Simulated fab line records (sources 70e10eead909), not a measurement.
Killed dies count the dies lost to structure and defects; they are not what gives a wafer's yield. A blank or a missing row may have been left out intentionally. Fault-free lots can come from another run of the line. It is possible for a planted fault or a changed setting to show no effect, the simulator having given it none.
Comparing a struck lot with a sound one || flow nandHarc || 40 steps out of a route of 1302
Sound: wafers L201.1, L201.2, L201.3. Wafers struck: L195.1, L195.2, L195.5. The cause comes at the end.
At each step with rows: each side's tool, then ch and its chambers, then its first start. Under that, the readings that differ: sound wafers || struck wafers || difference of the means || sigmas: that difference in standard deviations of wafers without a fault.
alike: readings whose means differ by less than 2 such deviations, and words and numbers that are the same on both sides. not compared: withheld readings, readings that some wafer has no value for, bounds like >300 that may hide the same value, and numbers for which the record gives no deviation and whose values overlap.
The two part at a step that has a row with sigmas, a row that says differs or no value, or rows on one side only. Non-overlapping numbers with no deviation appear without sigmas and do not part them. Lack of a reading on every wafer of one side parts them only where that side has two or more wafers.

first, 6 steps without rows for these wafers: NHARC_P_GATE_COAT_53; NHARC_P_GATE_SOFTBAKE_54 (time 95 s); NHARC_P_GATE_EBR_55; NHARC_P_GATE_EXPOSE_56 (exposes mask P PSD, target cd 720 nm); NHARC_P_GATE_PEB_57 (peb time 85 s); NHARC_P_GATE_DEVELOP_58 (time 70 s).
NHARC_P_GATE_CD_MEAS_59: the cd target is 720 nm.
  sound on cdSem-03 ch 0, day 14 02:38; struck on cdSem-02 ch 0, day 11 17:17
  alike: cdNm
then, 4 steps without rows for these wafers: NHARC_P_GATE_HARDBAKE_60 (time 80 s); NHARC_P_GATE_DESCUM_61 (chemistry O2, time 3 s); NHARC_P_GATE_IMPLANT_62; NHARC_P_GATE_STRIP_112 (strips in N2/H2, time 200 s).
NHARC_P_GATE_STRIP_76: strips in O2.
  sound on plasmaAsher-01 ch 0,1, day 14 03:25; struck on plasmaAsher-01 ch 0,1, day 11 18:07
  alike: drypumpMotorCurrentA, heaterPowerW
  not compared: rfHoursCounterH
NHARC_P_GATE_STRIP_63: strips in SPM, time 900 s.
  sound on wetBench-02 ch 1,5,6, day 14 03:34; struck on wetBench-03 ch 0,2,7, day 11 18:16
then, 8 steps without rows for these wafers: NHARC_P_GATE_DEHYDRATE_83 (time 120 s); NHARC_P_GATE_HMDS_84 (time 30 s); NHARC_P_GATE_COAT_85; NHARC_P_GATE_SOFTBAKE_86 (time 95 s); NHARC_P_GATE_EBR_87; NHARC_P_GATE_EXPOSE_88 (exposes mask P HVN, target cd 2000 nm); NHARC_P_GATE_PEB_89 (peb time 85 s); NHARC_P_GATE_DEVELOP_90 (time 70 s).
NHARC_P_GATE_CD_MEAS_91: the cd target is 2000 nm.
  sound on cdSem-03 ch 0, day 14 08:08; struck on cdSem-03 ch 0, day 11 19:02
  alike: cdNm
then, 3 steps without rows for these wafers: NHARC_P_GATE_HARDBAKE_92 (time 80 s); NHARC_P_GATE_DESCUM_93 (chemistry O2, time 3 s); NHARC_P_GATE_IMPLANT_94.
NHARC_P_GATE_STRIP_113: strips in N2/H2, time 740 s.
  sound on plasmaAsher-02 ch 0,1, day 14 08:40; struck on plasmaAsher-02 ch 0,1, day 11 19:34
  alike: drypumpMotorCurrentA, heaterPowerW
  not compared: rfHoursCounterH
then, 2 steps without rows for these wafers: NHARC_P_GATE_STRIP_95 (strips in O2); NHARC_P_GATE_STRIP_96 (strips in SPM, time 900 s).
NHARC_P_GATE_RTA_64: time 1 s.
  sound on rtpAnneal-01 ch 0, day 14 09:56; struck on rtpAnneal-02 ch 0, day 11 20:50
{"reading": "lampPowerPct (%)", "sound": "32.4 32.4 32.4", "struck": "31.0 31.0 31.0", "difference": -1.4, "sigmas": -2}
{"reading": "lamp_zone_1_pct (%)", "sound": "32.4 32.4 32.4", "struck": "31.0 31.0 31.0", "difference": -1.4, "sigmas": -2}
  alike: wafer_temp_C_max
then, 7 steps without rows for these wafers: NHARC_P_GATE_ETCH_77 (etches SiO2 in dHF, target depth 6 nm); NHARC_P_GATE_DEGAS_109 (time 60 s); NHARC_P_GATE_PRE_CLEAN_110 (time 30 s); NHARC_P_GATE_SPUTTER_78 (material Ni, target thk 10 nm); NHARC_P_GATE_SPUTTER_79 (material TiN, target thk 10 nm); NHARC_P_GATE_RTA_80 (time 30 s); NHARC_P_GATE_STRIP_67 (strips in SPM, time 600 s).
NHARC_P_GATE_RTA_82: time 30 s.
  sound on rtpAnneal-01 ch 0, day 14 11:00; struck on rtpAnneal-02 ch 0, day 11 21:55
{"reading": "lampPowerPct (%)", "sound": "3.79 3.79 3.79", "struck": "3.63 3.64 3.63", "difference": -0.16, "sigmas": -2}
{"reading": "lamp_zone_1_pct (%)", "sound": "3.79 3.79 3.79", "struck": "3.63 3.63 3.63", "difference": -0.16, "sigmas": -2}
  alike: wafer_temp_C_max
NHARC_P_GATE_INSPECT_68:
  sound: defectInspect-02 at day 14 11:12; struck: defectInspect-01 at day 11 22:07
{"reading": "rawDefectCount", "sound": "106 114 177", "struck": "720 687 616", "difference": "+542", "sigmas": "+7"}
NHARC_P_CONTACT_DEP_30: deposits SiNx, target thk 30 nm.
  sound on pecvd-03 ch 0,1,2, day 14 11:16; struck on pecvd-03 ch 0,1,2, day 11 22:14
  alike: heaterPowerW
-- break in the record here, with 18 days between the starts of the struck wafers on either side (left off in module P_CONTACT, picked up again in module END, where the first step shown is number 1302 on the route) --
NHARC_END_SORT_01:
  here the record holds rows for the struck wafers (prober-01 ch 0, day 30 08:19) but none for the sound ones

WHERE THEY PART
Last at NHARC_END_SORT_01 as far as this record goes, first at NHARC_P_GATE_RTA_64.

WHY: what had been put in by the simulator
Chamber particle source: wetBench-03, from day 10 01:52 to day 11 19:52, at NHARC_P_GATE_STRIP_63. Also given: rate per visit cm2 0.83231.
